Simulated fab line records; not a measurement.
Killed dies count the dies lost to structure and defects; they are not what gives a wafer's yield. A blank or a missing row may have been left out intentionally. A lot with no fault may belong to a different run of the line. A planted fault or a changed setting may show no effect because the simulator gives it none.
Chamber matching || flow n5_finfet || N5_DUMMY_GATE_ALD_02 on ald_sin-03: 4 sister chambers
The step deposits SiO2, target thk 2 nm, pulse time 1 s. 18 wafers are shown with their chamber, then 9 later ones without.

## WAFERS PAIRED WITH THEIR CHAMBERS
{"wafer": "L074.1", "chamber": 3, "heater_power_w (W)": 386, "precursor_pulse_height_rel": 1.001, "susceptor_temp_C (C)": 299.92}
{"wafer": "L074.5", "chamber": 0, "heater_power_w (W)": 557, "precursor_pulse_height_rel": 1.027, "susceptor_temp_C (C)": 300.07}
{"wafer": "L074.6", "chamber": 1, "heater_power_w (W)": 434, "precursor_pulse_height_rel": 1.014, "susceptor_temp_C (C)": 300.05}
{"wafer": "L076.4", "chamber": 0, "heater_power_w (W)": 558, "precursor_pulse_height_rel": 1.011, "susceptor_temp_C (C)": 300.19}
{"wafer": "L076.5", "chamber": 2, "heater_power_w (W)": 538, "precursor_pulse_height_rel": 0.963, "susceptor_temp_C (C)": 300.03}
{"wafer": "L076.6", "chamber": 3, "heater_power_w (W)": 392, "precursor_pulse_height_rel": 1.017, "susceptor_temp_C (C)": 299.84}
{"wafer": "L078.4", "chamber": 1, "heater_power_w (W)": 428, "precursor_pulse_height_rel": 1.006, "susceptor_temp_C (C)": 300.07}
{"wafer": "L078.5", "chamber": 2, "heater_power_w (W)": 547, "precursor_pulse_height_rel": 0.962, "susceptor_temp_C (C)": 300.26}
{"wafer": "L078.6", "chamber": 3, "heater_power_w (W)": 400, "precursor_pulse_height_rel": 0.983, "susceptor_temp_C (C)": 299.95}
{"wafer": "L080.3", "chamber": 2, "heater_power_w (W)": 549, "precursor_pulse_height_rel": 0.948, "susceptor_temp_C (C)": 299.78}
{"wafer": "L080.4", "chamber": 3, "heater_power_w (W)": 400, "precursor_pulse_height_rel": 0.998, "susceptor_temp_C (C)": 300.01}
{"wafer": "L080.5", "chamber": 3, "heater_power_w (W)": 386, "precursor_pulse_height_rel": 1.032, "susceptor_temp_C (C)": 299.94}
{"wafer": "L081.2", "chamber": 0, "heater_power_w (W)": 558, "precursor_pulse_height_rel": 0.991, "susceptor_temp_C (C)": 299.97}
{"wafer": "L081.3", "chamber": 2, "heater_power_w (W)": 538, "precursor_pulse_height_rel": 1.015, "susceptor_temp_C (C)": 299.89}
{"wafer": "L081.5", "chamber": 1, "heater_power_w (W)": 431, "precursor_pulse_height_rel": 1.001, "susceptor_temp_C (C)": 299.62}
{"wafer": "L083.3", "chamber": 0, "heater_power_w (W)": 552, "precursor_pulse_height_rel": 0.977, "susceptor_temp_C (C)": 299.98}
{"wafer": "L083.4", "chamber": 1, "heater_power_w (W)": 429, "precursor_pulse_height_rel": 0.995, "susceptor_temp_C (C)": 299.99}
{"wafer": "L083.5", "chamber": 2, "heater_power_w (W)": 535, "precursor_pulse_height_rel": 0.961, "susceptor_temp_C (C)": 299.85}

SIGNATURES (averages over the wafers above)
{"reading": "heater_power_w", "chamber 0": 556.25, "chamber 1": 430.50, "chamber 2": 541.40, "chamber 3": 392.80, "scatter within a chamber": 5.32}
{"reading": "precursor_pulse_height_rel", "chamber 0": 1.00150, "chamber 1": 1.00400, "chamber 2": 0.96980, "chamber 3": 1.00620, "scatter within a chamber": 0.0203}
{"reading": "susceptor_temp_C", "chamber 0": 300.0525, "chamber 1": 299.9325, "chamber 2": 299.9620, "chamber 3": 299.9320, "scatter within a chamber": 0.152}
Rule: a wafer's distance from a chamber is the root of the sum, over the readings, of the square of ((its reading less the chamber's mean) divided by the reading's scatter). If the next closest chamber is less than 2 further off than the closest, the wafer can't be placed; otherwise it belongs to the closest. The scatter is the square root of a quotient: the sum, over the shown wafers, of each reading's squared deviation from its chamber's mean, divided by wafers minus chambers.

## WAFERS MISSING THEIR CHAMBER
{"wafer": "L084.1", "heater_power_w (W)": 403, "precursor_pulse_height_rel": 0.978, "susceptor_temp_C (C)": 300.08}
{"wafer": "L084.4", "heater_power_w (W)": 426, "precursor_pulse_height_rel": 1.002, "susceptor_temp_C (C)": 299.96}
{"wafer": "L084.6", "heater_power_w (W)": 534, "precursor_pulse_height_rel": 1.001, "susceptor_temp_C (C)": 299.98}
{"wafer": "L092.2", "heater_power_w (W)": 437, "precursor_pulse_height_rel": 1.010, "susceptor_temp_C (C)": 299.84}
{"wafer": "L092.4", "heater_power_w (W)": 524, "precursor_pulse_height_rel": 0.973, "susceptor_temp_C (C)": 300.08}
{"wafer": "L092.6", "heater_power_w (W)": 385, "precursor_pulse_height_rel": 0.998, "susceptor_temp_C (C)": 300.20}
{"wafer": "L097.1", "heater_power_w (W)": 564, "precursor_pulse_height_rel": 0.970, "susceptor_temp_C (C)": 300.02}
{"wafer": "L097.4", "heater_power_w (W)": 535, "precursor_pulse_height_rel": 0.993, "susceptor_temp_C (C)": 300.09}
{"wafer": "L097.5", "heater_power_w (W)": 534, "precursor_pulse_height_rel": 1.010, "susceptor_temp_C (C)": 299.91}

## WHICH CHAMBER EACH ONE RAN IN
{"wafer": "L084.1", "from the rows above": 3, "in truth": 3}
{"wafer": "L084.4", "from the rows above": 1, "in truth": 1}
{"wafer": "L084.6", "from the rows above": 2, "in truth": 2}
{"wafer": "L092.2", "from the rows above": 1, "in truth": 1}
{"wafer": "L092.4", "from the rows above": 2, "in truth": 2}
{"wafer": "L092.6", "from the rows above": 3, "in truth": 3}
{"wafer": "L097.1", "from the rows above": 0, "in truth": 0}
{"wafer": "L097.4", "from the rows above": 2, "in truth": 2}
{"wafer": "L097.5", "from the rows above": "can't be placed: 2 or 0", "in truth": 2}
Placed correctly: 8 of 9. Can't be placed from these rows: 1 (the true chamber is among the candidates in 1). Wrongly placed: 0.
